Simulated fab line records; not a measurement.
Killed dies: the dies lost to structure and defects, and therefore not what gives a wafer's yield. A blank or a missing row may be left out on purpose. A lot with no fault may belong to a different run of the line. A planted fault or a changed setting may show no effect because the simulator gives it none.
Chamber matching + flow nand_harc + 4 sister chambers for NHARC_A_WL_FILL_CMP_12 on cmp-02
The step polishes, t overpolish 30 s, target thk 75 nm. 14 wafers are shown with their chamber, then 7 later ones without.

WAFERS, EACH WITH ITS CHAMBER
| wafer  | chamber | motor_current_A (A) | overpolish_run_s (s) | time_to_endpoint_s (s) |
|--------|---------|---------------------|----------------------|------------------------|
| L880.1 | 0       | 9.7                 | 29.992               | 15.6                   |
| L880.2 | 3       | 10.6                | 30.005               | 12.1                   |
| L880.5 | 1       | 13.8                | 29.993               | 16.3                   |
| L883.2 | 1       | 14.0                | 29.997               | 12.9                   |
| L883.3 | 0       | 9.7                 | 30.013               | 13.5                   |
| L883.6 | 2       | 11.0                | 29.994               | 14.9                   |
| L881.2 | 3       | 10.5                | 30.011               | 17.5                   |
| L881.3 | 0       | 9.9                 | 30.002               | 17.6                   |
| L881.4 | 1       | 14.1                | 29.992               | 17.1                   |
| L885.1 | 0       | 9.9                 | 30.000               | 17.3                   |
| L885.5 | 1       | 13.6                | 29.998               | 20.2                   |
| L885.6 | 0       | 9.4                 | 29.992               | 17.2                   |
| L894.4 | 0       | 9.7                 | 30.014               | 18.5                   |
| L894.5 | 2       | 11.3                | 30.009               | 18.2                   |

SIGNATURES, as means of the wafers listed above
| reading            | chamber 0 | chamber 1 | chamber 2 | chamber 3 | scatter within a chamber |
|--------------------|-----------|-----------|-----------|-----------|--------------------------|
| motor_current_A    | 9.717     | 13.875    | 11.150    | 10.550    | 0.191                    |
| overpolish_run_s   | 30.00217  | 29.99500  | 30.00150  | 30.00800  | 0.00791                  |
| time_to_endpoint_s | 16.617    | 16.625    | 16.550    | 14.800    | 2.51                     |
Rule: a wafer lies at a distance from a chamber equal to the root of the sum of squares, over the readings, of (its reading less the chamber's mean, divided by the reading's scatter). If the next closest chamber is less than 2 further off than the closest, the wafer can't be placed; otherwise it belongs to the closest. The scatter: the root of (the sum of the squares of (reading less its chamber's mean) over the shown wafers, divided by (wafers less chambers)).

WAFERS WITHOUT THEIR CHAMBER
| wafer  | motor_current_A (A) | overpolish_run_s (s) | time_to_endpoint_s (s) |
|--------|---------------------|----------------------|------------------------|
| L894.6 | 13.4                | 29.996               | 18.9                   |
| L897.2 | 11.3                | 29.997               | 14.4                   |
| L897.3 | 10.6                | 29.989               | 11.9                   |
| L897.4 | 12.9                | 29.991               | 17.7                   |
| L898.1 | 14.5                | 29.988               | 15.6                   |
| L898.2 | 10.5                | 30.006               | 13.8                   |
| L898.3 | 10.5                | 29.987               | 14.9                   |

WHICH CHAMBER EACH WENT THROUGH
| wafer  | from the rows above          | in truth                   |
|--------|------------------------------|----------------------------|
| L894.6 | 1                            | 1                          |
| L897.2 | 2                            | 2                          |
| L897.3 | can't be placed: 3 or 2      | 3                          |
| L897.4 | 1                            | 1                          |
| L898.1 | 1                            | 1                          |
| L898.2 | 3                            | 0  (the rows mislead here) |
| L898.3 | can't be placed: 3 or 2 or 0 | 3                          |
Correct placement for 4 of the 7. Not placeable from these rows: 2 (in 2, the candidates include the true chamber). Wrongly placed: 1.
